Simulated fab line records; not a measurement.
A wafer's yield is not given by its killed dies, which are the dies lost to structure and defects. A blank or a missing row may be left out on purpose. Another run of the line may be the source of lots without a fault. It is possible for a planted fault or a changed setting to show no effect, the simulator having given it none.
Which tool did it? -- flow nand-harc -- 42 wafers from 14 lots sampled at 2 of the route's 1302 steps

## WHAT THE GAUGES READ, wafer by wafer
NHARC_P_M2_CD_MEAS_16. Usual: cd-nm at 169.5 nm, with a standard deviation of 0.81.
lot,measured,on,cd-nm (nm),flag
L378,day 6 09:55,cd-sem-01,169.2 169.4 168.7,
L379,day 6 19:40,cd-sem-02,168.7 170.8 169.2,
L380,day 7 09:35,cd-sem-03,169.3 169.4 169.3,
L381,day 7 10:38,cd-sem-03,169.4 169.6 169.4,
L382,day 8 04:39,cd-sem-03,169.2 168.8 170.0,
L384,day 9 00:07,cd-sem-02,168.8 169.0 169.2,
L385,day 9 03:00,cd-sem-02,169.4 169.6 170.0,
L393,day 12 13:56,cd-sem-01,167.4 168.6 168.2,
L392,day 12 14:05,cd-sem-02,171.2 170.3 170.6,
L395,day 13 15:37,cd-sem-02,168.8 167.9 169.1,
L399,day 14 22:59,cd-sem-01,170.4 170.4 170.3,
L398,day 14 23:31,cd-sem-02,169.4 169.4 169.4,
L400,day 15 12:08,cd-sem-01,170.9 171.0 171.7,
L401,day 16 08:20,cd-sem-03,169.6 170.3 170.4,

## TOOL THAT RAN EACH LOT (tool first, then ch and the chambers of the sampled wafers, then the start)
lot,NHARC_P_M2_ETCH_15
L378,"rie-diel-06 ch 0,3, day 6 09:55 or earlier"
L379,"rie-diel-06 ch 0,2, day 6 19:40 or earlier"
L380,"rie-diel-10 ch 0,2,3, day 7 09:35 or earlier"
L381,"rie-diel-10 ch 1,2,3, day 7 10:38 or earlier"
L382,"rie-diel-01 ch 1,2, day 8 04:39 or earlier"
L384,"rie-diel-06 ch 0,2,3, day 9 00:07 or earlier"
L385,"rie-diel-10 ch 0,1,2, day 9 03:00 or earlier"
L393,"rie-diel-10 ch 0,2, day 12 13:56 or earlier"
L392,"rie-diel-01 ch 2,3, day 12 14:05 or earlier"
L395,"rie-diel-10 ch 0,1,2, day 13 15:37 or earlier"
L399,"rie-diel-06 ch 0,1,3, day 14 22:59 or earlier"
L398,"rie-diel-06 ch 0,2,3, day 14 23:31 or earlier"
L400,"rie-diel-06 ch 0,2,3, day 15 12:08 or earlier"
L401,"rie-diel-01 ch 0,1,3, day 16 08:20 or earlier"
- NHARC_P_M2_ETCH_15: etches the open film in C4F8/Ar, target depth 182.5 nm, time 91.2 s.

## WHAT THE TOOLS THEMSELVES READ (means of the sampled wafers that have a number; where no wafer has one, the mark that the record gives instead)
NHARC_P_M2_ETCH_15. Usual: oes-product-au 0.940 a.u., standard deviation 0.022; rf-vpp-V 441.0 V, standard deviation 2.5.
lot,tool,oes-product-au (a.u.),rf-vpp-V (V),flag
L378,rie-diel-06,0.931,442.6,
L379,rie-diel-06,0.967,439.0,
L380,rie-diel-10,0.928,442.5,
L381,rie-diel-10,0.924,440.5,
L382,rie-diel-01,0.937,441.8,
L384,rie-diel-06,0.921,440.8,
L385,rie-diel-10,0.930,443.2,
L393,rie-diel-10,0.927,442.8,
L392,rie-diel-01,0.921,439.0,
L395,rie-diel-10,0.932,441.9,
L399,rie-diel-06,0.978,441.4,
L398,rie-diel-06,0.965,440.7,
L400,rie-diel-06,0.958,440.2,
L401,rie-diel-01,0.923,439.5,

## THE ANSWER, worked out from the rows above alone
Rule: a lot is off if the mean of its wafers that have a number lies more than 3 standard deviations from the usual mean. A lot without any number at a reading at which 4 lots or more have one is off too. Where the step has rows for the other lots, those lots are counted as sound. First the gauges in route order, then the tools' own readings, where a lot's mean is used as printed above. At the first step where some lot is off, the reading lying furthest off is the one used; lots without a number count as furthest.
No lot is off at any reading shown: from this, nothing can be told.

## WHAT HAD BEEN PUT IN BY THE SIMULATOR
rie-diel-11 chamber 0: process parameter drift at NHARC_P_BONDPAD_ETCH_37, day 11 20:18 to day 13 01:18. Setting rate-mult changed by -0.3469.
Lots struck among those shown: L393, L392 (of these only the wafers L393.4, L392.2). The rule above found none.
